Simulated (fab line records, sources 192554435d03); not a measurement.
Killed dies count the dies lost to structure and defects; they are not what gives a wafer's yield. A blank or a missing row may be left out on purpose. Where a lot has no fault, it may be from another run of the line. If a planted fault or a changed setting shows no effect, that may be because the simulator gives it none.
Struck lot and sound lot, side by side + flow n5Finfet + 16 out of 1938 route steps
Sound: the wafers L567.1, L567.2, L567.3. Struck: wafer L572.2. At the end, the cause is stated.
Each step with rows lists, per side, the tool, then ch with its chambers, then its first start. Under that, the readings that differ: sound wafers + struck wafers + difference of the means + sigmas: that difference in standard deviations of wafers without a fault.
alike: words and numbers the same on both sides, and readings whose means are apart by under 2 such deviations; not compared: readings that were withheld, readings missing a value for some wafer, numbers with overlapping values and no deviation given by the record, and bounds like >300 which may hide the same value.
Wherever a step has rows on one side only, a row that says differs or no value, or a row with sigmas, the two part there. When numbers do not overlap yet have no deviation, they are printed without sigmas and do not part them. Lack of a reading on every wafer of one side parts them only where that side has two or more wafers.

first, 4 steps without rows for these wafers: N5_HKMG_FIN_SOFTBAKE_44 (time 60 s); N5_HKMG_FIN_EXPOSE_46 (exposes mask NDIPOLE); N5_HKMG_FIN_PEB_47 (peb time 60 s); N5_HKMG_FIN_DEVELOP_48 (develop time 30 s).
N5_HKMG_FIN_CD_MEAS_49 targets a cd of 202 nm.
  sound on cdSem-01 ch 0, day 4 15:56; struck on cdSem-03 ch 0, day 5 18:29
  alike: cdNm
N5_HKMG_FIN_OVL_MEAS_50:
  sound on overlay-01 ch 0, day 4 15:58; struck on overlay-02 ch 0, day 5 18:31
  alike: NDIPOLE_OVL
N5_HKMG_FIN_INSPECT_61: inspects for defects (macro).
  struck on defectInspect-01, day 5 18:32; sound on defectInspect-01, day 4 15:59
  alike: rawDefectCount
N5_HKMG_FIN_DESCUM_53: chemistry O2, time 7.9 s.
  sound on rieDiel-04 ch 0,2,3, day 4 16:05; struck on rieDiel-04 ch 3, day 5 18:34
  alike: drypumpMotorCurrentA, oesProductAu, rfFwdPowerW, rfVppV, showerheadPlenumPTorr, throttleValvePct
  not compared: rfHoursCounterH
N5_HKMG_FIN_ETCH_54: etches SiARC in CF4, target depth 45.5 nm, time 75.8 s.
  sound on rieDiel-04 ch 0,2,3, day 4 16:08; struck on rieDiel-04 ch 3, day 5 18:36
  alike: cf4FlowSccm, drypumpMotorCurrentA, etchRfOnTimeS, oesProductAu, rfFwdPowerW, rfVppV, showerheadPlenumPTorr, throttleValvePct
  not compared: rfHoursCounterH
N5_HKMG_FIN_ETCH_55: etches SOC in N2/H2, target depth 240 nm, time 300 s.
  sound on rieDiel-04 ch 0,2,3, day 4 16:11; struck on rieDiel-04 ch 3, day 5 18:40
  alike: drypumpMotorCurrentA, oesProductAu, rfFwdPowerW, rfVppV, runLengthS, showerheadPlenumPTorr, throttleValvePct
  not compared: rfHoursCounterH
then, 1 step without rows for these wafers: N5_HKMG_FIN_STRIP_56 (strips in N2/H2).
N5_HKMG_FIN_STRIP_57: strips in CF4.
  sound on rieDiel-04 ch 0,2,3, day 4 16:22; struck on rieDiel-04 ch 3, day 5 18:51
  alike: cf4FlowSccm, drypumpMotorCurrentA, oesProductAu, rfVppV, showerheadPlenumPTorr, throttleValvePct
  not compared: rfFwdPowerW, rfHoursCounterH
N5_HKMG_FIN_ETCH_58: etches SOC in N2/H2, target depth 215.8 nm, time 741 s.
  sound on rieDiel-04 ch 0,2,3, day 4 16:23; struck on rieDiel-04 ch 3, day 5 18:52
| reading                                  | sound             | struck | difference | sigmas      |
|------------------------------------------|-------------------|--------|------------|-------------|
| runLengthS (s)                           | 764.3 763.6 765.2 | 647.2  | -117.2     | -99 or more |
| model.etch.depthNm (nm)                  | 219.9 222.1 208.5 | 185.3  | -31.5      |             |
| model.SOC_of_HKMG_FIN_COAT_41.thkNm (nm) | 79.8 77.4 90.8    | 114.6  | +31.9      |             |
| model.HKMG_FIN.featureDepthNm (nm)       | 220 222 208.6     | 185.4  | -31.5      |             |
  alike: drypumpMotorCurrentA, oesProductAu, rfVppV, showerheadPlenumPTorr, throttleValvePct
  not compared: rfFwdPowerW, rfHoursCounterH
N5_HKMG_FIN_STRIP_93: strips SOC in N2/H2, time 20 s.
  sound on rieDiel-04 ch 0,2,3, day 4 16:49; struck on rieDiel-04 ch 3, day 5 19:17
| reading                                  | sound        | struck | difference | sigmas |
|------------------------------------------|--------------|--------|------------|--------|
| model.SOC_of_HKMG_FIN_COAT_41.thkNm (nm) | 69.4 67 80.8 | 104.2  | +31.8      |        |
  alike: drypumpMotorCurrentA, oesProductAu, rfFwdPowerW, rfVppV, showerheadPlenumPTorr, throttleValvePct
  not compared: rfHoursCounterH
then, 1 step without rows for these wafers: N5_HKMG_FIN_WET_ETCH_76 (etches Al2O3 in dNH4OH, stops on La2O3, target depth 2.25 nm, rinse time 30 s).
-- here the record skips 4 days between the struck wafers' starts before and after, leaving off in module HKMG_FIN and picking up in module BEOL_M4 (first step shown: number 1111 of the route) --
N5_BEOL_M4_RC_MEAS_101:
  sound on prober-02 ch 0, day 8 11:58; struck on prober-01 ch 0, day 9 22:43
  alike: DIBL_N, DIBL_P, IOFF_N, IOFF_P, ION_N, ION_P, SS_N, SS_P, VT_N, VT_P

## WHERE THEY PART
Within this record, at N5_HKMG_FIN_ETCH_58 only. Later steps at which nothing parts them and some readings are alike: N5_HKMG_FIN_STRIP_93, N5_BEOL_M4_RC_MEAS_101.

WHY: what the simulator had put in
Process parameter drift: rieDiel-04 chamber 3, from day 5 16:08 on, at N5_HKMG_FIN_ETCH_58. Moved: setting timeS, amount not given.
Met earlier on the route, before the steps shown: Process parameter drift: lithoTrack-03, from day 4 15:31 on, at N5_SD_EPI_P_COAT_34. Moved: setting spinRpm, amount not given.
